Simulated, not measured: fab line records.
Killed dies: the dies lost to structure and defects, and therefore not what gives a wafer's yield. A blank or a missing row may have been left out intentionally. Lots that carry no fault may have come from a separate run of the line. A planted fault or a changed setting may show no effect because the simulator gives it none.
Which tool was responsible? + flow n5_finfet + 10 lots, 26 wafers sampled, at 5 steps of a route of 1938

== WHAT THE GAUGES READ, wafer by wafer ==
N5_BEOL_M4_RC_MEAS_101. Usual: DIBL_N 35.3 mV/V, standard deviation 2.5; DIBL_P 35 mV/V, standard deviation 3.3; IOFF_N 0.15 nA/um, standard deviation 0.049; IOFF_P 0.20 nA/um, standard deviation 0.056; ION_N 673 uA/um, standard deviation 16; ION_P 462 uA/um, standard deviation 10; SS_N 71.2 mV/dec, standard deviation 0.85; SS_P 73.0 mV/dec, standard deviation 0.97; VT_N 252 mV, standard deviation 4.9; VT_P -251 mV, standard deviation 5.
| lot  | measured     | on        | DIBL_N (mV/V)  | DIBL_P (mV/V) | IOFF_N (nA/um) | IOFF_P (nA/um) | ION_N (uA/um) | ION_P (uA/um) | SS_N (mV/dec)  | SS_P (mV/dec)  | VT_N (mV)   | VT_P (mV)      | flag |
|------|--------------|-----------|----------------|---------------|----------------|----------------|---------------|---------------|----------------|----------------|-------------|----------------|------|
| L788 | day 8 12:38  | prober-02 | 34.2 31.6      | 33 31         | 0.13 0.10      | 0.19 0.15      | 673 662       | 461 464       | 70.8 70.7      | 72.6 71.8      | 251 255     | -249 -252      |      |
| L791 | day 9 05:55  | prober-01 | 38.6 39.0      | 41 41         | 0.24 0.24      | 0.30 0.32      | 708 709       | 481 490       | 72.3 73.0      | 75.0 75.2      | 242 245     | -244 -243      |      |
| L793 | day 9 06:55  | prober-02 | 35.2 32.3      | 35 32         | 0.13 0.09      | 0.17 0.13      | 662 655       | 449 454       | 71.6 70.1      | 72.9 73.1      | 250 256     | -253 -257      |      |
| L797 | day 10 21:14 | prober-01 | 37.3 33.5 33.3 | 39 33 32      | 0.18 0.12 0.11 | 0.25 0.18 0.16 | 673 675 660   | 466 464 465   | 71.5 70.2 70.5 | 73.4 72.0 72.0 | 248 253 255 | -247 -251 -251 |      |
| L804 | day 12 09:24 | prober-02 | 37.0 36.2 36.2 | 39 36 36      | 0.18 0.16 0.15 | 0.28 0.22 0.21 | 683 672 682   | 471 460 465   | 71.1 71.4 70.8 | 73.8 73.6 73.3 | 246 246 246 | -245 -247 -248 |      |
| L805 | day 12 23:45 | prober-01 | 32.1 31.2      | 33 32         | 0.11 0.11      | 0.16 0.15      | 663 668       | 462 460       | 70.3 70.5      | 71.7 71.4      | 254 255     | -254 -253      |      |
| L806 | day 13 04:21 | prober-01 | 34.7 35.7 31.3 | 35 36 31      | 0.12 0.15 0.09 | 0.18 0.20 0.13 | 676 675 652   | 471 468 453   | 70.4 71.0 69.6 | 72.4 72.7 72.6 | 255 252 257 | -254 -253 -257 |      |
| L810 | day 13 09:18 | prober-02 | 30.2 31.0 31.3 | 29 30 30      | 0.08 0.09 0.09 | 0.11 0.11 0.12 | 665 646 648   | 457 447 442   | 70.0 70.0 69.9 | 72.5 72.4 72.0 | 259 257 259 | -258 -257 -259 |      |
| L809 | day 14 00:22 | prober-02 | 31.1 34.4 34.5 | 28 30 32      | 0.07 0.10 0.11 | 0.10 0.12 0.13 | 644 640 672   | 447 434 461   | 69.2 70.3 70.5 | 71.7 71.8 72.5 | 262 260 254 | -261 -260 -258 |      |
| L811 | day 14 06:27 | prober-02 | 32.9 37.2 37.3 | 31 36 35      | 0.09 0.14 0.14 | 0.13 0.18 0.17 | 648 654 656   | 451 448 445   | 71.3 71.5 72.3 | 72.7 73.9 73.9 | 257 253 256 | -261 -254 -256 |      |

N5_MIM_BOT_LITHO_OVL_MEAS_11. Usual: MIM_BOT_OVL -2 nm, standard deviation 5.1.
| lot  | measured     | on         | MIM_BOT_OVL (nm) | flag |
|------|--------------|------------|------------------|------|
| L788 | day 12 15:57 | overlay-01 | -11 -1           |      |
| L791 | day 13 07:03 | overlay-01 | -4 -7            |      |
| L793 | day 13 02:35 | overlay-01 | -7 -10           |      |
| L797 | day 14 19:08 | overlay-01 | -3 -5 -6         |      |
| L804 | day 16 07:13 | overlay-01 | 1 5 0            |      |
| L805 | day 16 18:40 | overlay-02 | 1 -7             |      |
| L806 | day 17 01:44 | overlay-02 | -15 -5 -10       |      |
| L810 | day 17 12:28 | overlay-02 | 9 7 1            |      |
| L809 | day 18 02:23 | overlay-02 | -8 -4 -2         |      |
| L811 | day 18 12:32 | overlay-02 | -6 -8 -2         |      |

N5_PASSIVATION_CD_MEAS_10 targets a cd of 3000 nm. Usual: cd_nm 3000.7 nm, standard deviation 2.7.
| lot  | measured     | on        | cd_nm (nm)           | flag |
|------|--------------|-----------|----------------------|------|
| L788 | day 12 17:17 | cd_sem-01 | 3000.8 3000.7        |      |
| L791 | day 13 08:24 | cd_sem-02 | 2998.2 3002.6        |      |
| L793 | day 13 04:05 | cd_sem-02 | 2995.2 2999.0        |      |
| L797 | day 14 20:59 | cd_sem-03 | 2999.9 3002.0 3001.8 |      |
| L804 | day 16 10:05 | cd_sem-02 | 3003.4 2995.3 3000.7 |      |
| L805 | day 16 21:52 | cd_sem-01 | 3000.8 3002.0        |      |
| L806 | day 17 03:24 | cd_sem-03 | 2996.5 2997.3 3000.6 |      |
| L810 | day 17 14:10 | cd_sem-02 | 3000.5 3002.6 3002.0 |      |
| L809 | day 18 03:47 | cd_sem-01 | 3000.9 2998.6 3000.3 |      |
| L811 | day 18 15:59 | cd_sem-03 | 3007.6 3004.4 3004.5 |      |

== WHAT TOOL EACH LOT RAN ON (gives the tool, then ch and the chambers of the sampled wafers, and finally the start) ==
| lot  | N5_BEOL_M15_ETCH_61                | N5_MIM_BOT_ETCH_STRIP_01           |
|------|------------------------------------|------------------------------------|
| L788 | rie_diel-03 ch 1,3, day 12 06:52   | rie_diel-04 ch 0,2, day 12 16:23   |
| L791 | rie_diel-02 ch 0,3, day 12 19:26   | rie_diel-06 ch 0,1, day 13 07:31   |
| L793 | rie_diel-03 ch 0,3, day 12 19:20   | rie_diel-04 ch 0,1, day 13 03:02   |
| L797 | rie_diel-03 ch 0,1,3, day 14 07:56 | rie_diel-04 ch 0,1,2, day 14 19:35 |
| L804 | rie_diel-01 ch 0,1,2, day 15 20:53 | rie_diel-06 ch 1,2,3, day 16 07:40 |
| L805 | rie_diel-01 ch 3, day 16 10:58     | rie_diel-06 ch 0, day 16 19:40     |
| L806 | rie_diel-02 ch 2,3, day 16 14:57   | rie_diel-06 ch 0,2, day 17 02:10   |
| L810 | rie_diel-02 ch 1,2, day 17 04:04   | rie_diel-05 ch 2,3, day 17 12:55   |
| L809 | rie_diel-01 ch 1,2, day 17 19:16   | rie_diel-04 ch 0,1,3, day 18 02:50 |
| L811 | rie_diel-03 ch 0,1,2, day 18 01:21 | rie_diel-06 ch 0,1, day 18 13:02   |
- N5_BEOL_M15_ETCH_61: etches BARC in N2/H2, target depth 89 nm, overetch 26.7 nm, time 67.9 s.
- N5_MIM_BOT_ETCH_STRIP_01: strips in O2.

== AS READ BY THE TOOLS THEMSELVES (means over the sampled wafers that have a number; for cases with no such wafer, the mark the record gives instead) ==
N5_BEOL_M15_ETCH_61. Usual: drypump_motor_current_A 5.6 A, standard deviation 0.42; oes_product_au 0.66 a.u., standard deviation 0.072; rf_vpp_V 523.1 V, standard deviation 2.3; showerhead_plenum_p_Torr 2.52 Torr, standard deviation 0.085; throttle_valve_pct 17.99 %, standard deviation 0.26.
| lot  | tool        | drypump_motor_current_A (A) | oes_product_au (a.u.) | rf_vpp_V (V) | showerhead_plenum_p_Torr (Torr) | throttle_valve_pct (%) | flag |
|------|-------------|-----------------------------|-----------------------|--------------|---------------------------------|------------------------|------|
| L788 | rie_diel-03 | 5.2                         | 0.72                  | 521.3        | 2.46                            | 18.05                  |      |
| L791 | rie_diel-02 | 5.5                         | 0.72                  | 525.2        | 2.58                            | 17.58                  |      |
| L793 | rie_diel-03 | 5.3                         | 0.62                  | 523.5        | 2.53                            | 18.19                  |      |
| L797 | rie_diel-03 | 5.2                         | 0.66                  | 523.0        | 2.52                            | 18.17                  |      |
| L804 | rie_diel-01 | 5.9                         | 0.61                  | 522.7        | 2.51                            | 17.89                  |      |
| L805 | rie_diel-01 | 6.1                         | 0.82                  | 527.5        | 2.71                            | 18.07                  |      |
| L806 | rie_diel-02 | 5.7                         | 0.63                  | 523.3        | 2.52                            | 17.87                  |      |
| L810 | rie_diel-02 | 5.8                         | 0.62                  | 521.9        | 2.48                            | 18.05                  |      |
| L809 | rie_diel-01 | 5.6                         | 0.60                  | 521.3        | 2.48                            | 18.10                  |      |
| L811 | rie_diel-03 | 5.5                         | 0.76                  | 523.6        | 2.52                            | 18.07                  |      |

N5_MIM_BOT_ETCH_STRIP_01. Usual: drypump_motor_current_A 5.9 A, standard deviation 0.48; oes_product_au 0.81 a.u., standard deviation 0.08; rf_vpp_V 3.5 V, standard deviation 1.3; showerhead_plenum_p_Torr 2.13 Torr, standard deviation 0.062; throttle_valve_pct 16.6 %, standard deviation 0.35.
| lot  | tool        | drypump_motor_current_A (A) | oes_product_au (a.u.) | rf_vpp_V (V) | showerhead_plenum_p_Torr (Torr) | throttle_valve_pct (%) | flag |
|------|-------------|-----------------------------|-----------------------|--------------|---------------------------------|------------------------|------|
| L788 | rie_diel-04 | 5.6                         | 0.80                  | 3.1          | 2.15                            | 17.0                   |      |
| L791 | rie_diel-06 | 6.3                         | 0.76                  | 4.0          | 2.18                            | 16.8                   |      |
| L793 | rie_diel-04 | 5.4                         | 0.89                  | 2.7          | 2.10                            | 16.6                   |      |
| L797 | rie_diel-04 | 5.7                         | 0.83                  | 2.8          | 2.13                            | 16.7                   |      |
| L804 | rie_diel-06 | 5.8                         | 0.77                  | 4.4          | 2.11                            | 16.5                   |      |
| L805 | rie_diel-06 | 6.3                         | 0.97                  | 4.6          | 2.16                            | 16.6                   |      |
| L806 | rie_diel-06 | 6.0                         | 0.88                  | 3.0          | 2.07                            | 16.5                   |      |
| L810 | rie_diel-05 | 5.6                         | 0.80                  | 3.4          | 2.05                            | 16.4                   |      |
| L809 | rie_diel-04 | 5.7                         | 0.79                  | 4.2          | 2.09                            | 16.7                   |      |
| L811 | rie_diel-06 | 6.4                         | 0.85                  | 3.4          | 2.16                            | 16.6                   |      |

== THE ANSWER, worked out from the rows above alone ==
Rule: a lot counts as off when the mean over its wafers that have a number is more than 3 standard deviations away from the usual mean. Also off: a lot with no number at a reading for which 4 or more lots have one. All remaining lots with rows at the step are treated as sound. First the gauges in route order, then the tools' own readings, where a lot's mean is used as printed above. The first step at which some lot is off is used, and at that step the reading that is off furthest; a lot without a number counts as furthest.
None of the lots is off at any reading shown; this tells nothing.

== WHAT HAD BEEN PUT IN BY THE SIMULATOR ==
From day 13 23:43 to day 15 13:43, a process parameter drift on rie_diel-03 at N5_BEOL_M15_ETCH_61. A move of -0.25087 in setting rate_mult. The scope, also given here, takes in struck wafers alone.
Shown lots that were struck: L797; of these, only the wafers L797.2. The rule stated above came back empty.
